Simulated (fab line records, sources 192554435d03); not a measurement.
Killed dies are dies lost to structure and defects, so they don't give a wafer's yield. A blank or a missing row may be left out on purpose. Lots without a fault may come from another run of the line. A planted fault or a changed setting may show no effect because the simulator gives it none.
A struck lot beside a sound one | flow n5_finfet | 29 steps out of a route of 1938
Sound: wafers L355.2, L355.3, L355.4. Struck: wafers L354.2, L354.3, L354.6. The cause comes at the end.
At each step with rows: each side's tool, then ch and its chambers, then its first start. Under that, the readings that differ: sound wafers | struck wafers | difference of the means | sigmas: that difference in standard deviations of wafers without a fault.
alike: readings whose means differ by less than 2 such deviations, and words and numbers that are the same on both sides. not compared: withheld readings, readings that some wafer has no value for, bounds like >300 that may hide the same value, and numbers for which the record gives no deviation and whose values overlap.
The two part at a step that has a row with sigmas, a row that says differs or no value, or rows on one side only. Numbers that don't overlap but have no deviation are shown without sigmas and don't part them. A reading that every wafer of one side lacks parts them only if that side has two wafers or more.

first, 3 steps without rows for these wafers: N5_BEOL_M0_SAQP_EXPOSE_11 (exposes mask M0 CORE, target cd 42 nm); N5_BEOL_M0_SAQP_PEB_12 (peb time 60 s); N5_BEOL_M0_SAQP_DEVELOP_13 (develop time 30 s).
N5_BEOL_M0_SAQP_CD_MEAS_14: target cd 42.5 nm.
  sound on cd_sem-02 ch 0, day 11 02:12; struck on cd_sem-03 ch 0, day 10 15:50
  alike: cd_nm
N5_BEOL_M0_SAQP_OVL_MEAS_15:
  sound on overlay-01 ch 0, day 11 02:14; struck on overlay-01 ch 0, day 10 15:52
  alike: M0_CORE_OVL
N5_BEOL_M0_SAQP_INSPECT_16: inspects for defects (brightfield).
  sound on defect_inspect-01, day 11 02:15; struck on defect_inspect-02, day 10 15:53
  alike: raw_defect_count
N5_BEOL_M0_SAQP_DESCUM_19: chemistry O2, time 7.9 s.
  sound on rie_diel-02 ch 1,2,3, day 11 02:17; struck on rie_diel-06 ch 0,1,2, day 10 16:11
  alike: drypump_motor_current_A, o2_flow_sccm, oes_product_au, rf_vpp_V, showerhead_plenum_p_Torr, throttle_valve_pct
  not compared: rf_hours_counter_h
N5_BEOL_M0_SAQP_ETCH_83: etches SiARC in CF4, target depth 39 nm, time 65 s.
  sound on rie_diel-02 ch 1,2,3, day 11 02:19; struck on rie_diel-06 ch 0,1,2, day 10 16:14
  alike: bias_w, cf4_flow_sccm, drypump_motor_current_A, etch_rf_on_time_s, oes_product_au, rf_vpp_V, showerhead_plenum_p_Torr, throttle_valve_pct
  not compared: rf_hours_counter_h
then, 4 steps without rows for these wafers: N5_BEOL_M0_SAQP_ETCH_84 (etches SOC in N2/H2, target depth 100 nm, overetch 20 nm, time 150 s); N5_BEOL_M0_SAQP_STRIP_80 (strips in N2/H2); N5_BEOL_M0_SAQP_HM_OPEN_112 (chemistry CHF3/O2, target SiO2, stops on a-Si, target depth 12 nm, time 13.5 s); N5_BEOL_M0_SAQP_STRIP_113 (strips in CHF3/O2).
N5_BEOL_M0_SAQP_MANDREL_ETCH_20: etches a-Si in HBr/Cl2, stops on SiNx, target depth 60 nm, bt time 10 s, time 30 s.
  sound on rie_si-06 ch 0,1,2, day 11 02:34; struck on rie_si-04 ch 1,2,3, day 10 16:28
  no value came back on the struck wafers for any of 7 readings (HBr_flow_sccm (sccm), bias_w (W) and others); on the sound wafers HBr_flow_sccm (sccm) reads 149.9 150.1 149.0
  reading                                         | sound          | struck         | difference | sigmas
  model.SOC_of_BEOL_M0_SAQP_COAT_81.thk_nm (nm)   | 75.6 76.6 76.4 | 99.6 99.4 99.4 | +23.3      |
  model.SiNx_of_BEOL_M0_SAQP_PECVD_97.thk_nm (nm) | 17.6 17.8 18   | 22.4 23 22.8   | +4.9       |
N5_BEOL_M0_SAQP_STRIP_86: strips in N2/H2.
  sound on rie_diel-03 ch 0,1,2, day 11 02:40; struck on rie_diel-06 ch 0,3, day 10 16:34
  alike: drypump_motor_current_A, oes_product_au, rf_vpp_V, showerhead_plenum_p_Torr, throttle_valve_pct
  not compared: rf_hours_counter_h
then, 2 steps without rows for these wafers: N5_BEOL_M0_SAQP_STRIP_115 (strips in post etch residue remover, time 60 s); N5_BEOL_M0_SAQP_SRD_93 (time 30 s).
N5_BEOL_M0_SAQP_RECESS_114: chemistry HF/NH3, target SiO2, target depth 14.4 nm, afs cycles 3, sublimation time 60 s.
  sound on vapor_etch-01 ch 0,1, day 11 02:47; struck on vapor_etch-01 ch 0,1, day 10 16:42
  alike: drypump_motor_current_A
then, 1 step without rows for these wafers: N5_BEOL_M0_SAQP_SPACER1_ALD_98 (deposits SiO2, target thk 12.8 nm, pulse time 1 s, purge time 2 s).
N5_BEOL_M0_SAQP_SPACER1_ETCHBACK_99: etches SiO2 in CHF3/O2, target depth 15.4 nm, time 7.7 s.
  sound on rie_diel-06 ch 0,1,3, day 11 03:39; struck on rie_diel-06 ch 0,1,3, day 10 17:34
  reading               | sound          | struck         | difference | sigmas
  oes_product_au (a.u.) | 0.69 0.94 0.92 | 0.34 0.26 0.35 | -0.53      | -5
  alike: O2_flow_sccm, bias_w, drypump_motor_current_A, rf_vpp_V, showerhead_plenum_p_Torr, throttle_valve_pct
  not compared: rf_hours_counter_h
then, 1 step without rows for these wafers: N5_BEOL_M0_SAQP_MANDREL1_REMOVE_100 (chemistry HBr/Cl2/O2, target a-Si, stops on SiNx, bt time 10 s).
N5_BEOL_M0_SAQP_CD_MEAS_25: target cd 13.1 nm.
  sound on cd_sem-02 ch 0, day 11 03:51; struck on cd_sem-02 ch 0, day 10 17:46
  reading    | sound             | struck | difference                    | sigmas
  cd_nm (nm) | 13.03 12.34 12.36 | - - -  | no value on the struck wafers |
then, 1 step without rows for these wafers: N5_BEOL_M0_SAQP_ETCH_101 (etches SiNx in CH3F/O2, target depth 29.9 nm, time 42.7 s).
N5_BEOL_M0_SAQP_ETCH_102: etches SiO2 in CF4, target depth 4 nm, time 4.4 s.
  sound on rie_si-04 ch 0,1,2, day 11 03:59; struck on rie_si-04 ch 1,2, day 10 17:54
  alike: bias_w, cf4_flow_sccm, drypump_motor_current_A, he_backside_leak_sccm, oes_product_au, throttle_valve_pct
  not compared: rf_hours_counter_h
then, 3 steps without rows for these wafers: N5_BEOL_M0_SAQP_MANDREL_ETCH_103 (etches a-Si in HBr/Cl2, stops on SiCN, target depth 45 nm, bt time 10 s, time 27 s); N5_BEOL_M0_SAQP_RECESS_104 (chemistry HF/NH3, target SiO2, target depth 18 nm, afs cycles 3, sublimation time 60 s); N5_BEOL_M0_SAQP_COAT_105 (time 60 s, resist thk 100 nm).
N5_BEOL_M0_SAQP_ETCH_106: etches SOC in N2/H2, stops on SiNx, target depth 150 nm.
  sound on rie_diel-03 ch 1,2,3, day 11 04:33; struck on rie_diel-02 ch 0,2, day 10 18:28
  reading                                         | sound        | struck       | difference | sigmas
  model.SiNx_of_BEOL_M0_SAQP_PECVD_97.thk_nm (nm) | 14.6 14.8 15 | 19.4 20 19.8 | +4.9       |
  alike: bias_w, chamber_pressure_mTorr, drypump_motor_current_A, oes_product_au, rf_vpp_V, showerhead_plenum_p_Torr, throttle_valve_pct
  not compared: rf_hours_counter_h
then, 1 step without rows for these wafers: N5_BEOL_M0_SAQP_ETCH_107 (etches SiNx in CH3F/O2, target depth 30 nm).
N5_BEOL_M4_RC_MEAS_101:
  the record has rows for the sound wafers here (prober-01 ch 0, day 14 09:38) and none for the struck ones

WHERE THEY PART
First at N5_BEOL_M0_SAQP_MANDREL_ETCH_20; last, within this record, at N5_BEOL_M4_RC_MEAS_101.

WHY: what the simulator had put in
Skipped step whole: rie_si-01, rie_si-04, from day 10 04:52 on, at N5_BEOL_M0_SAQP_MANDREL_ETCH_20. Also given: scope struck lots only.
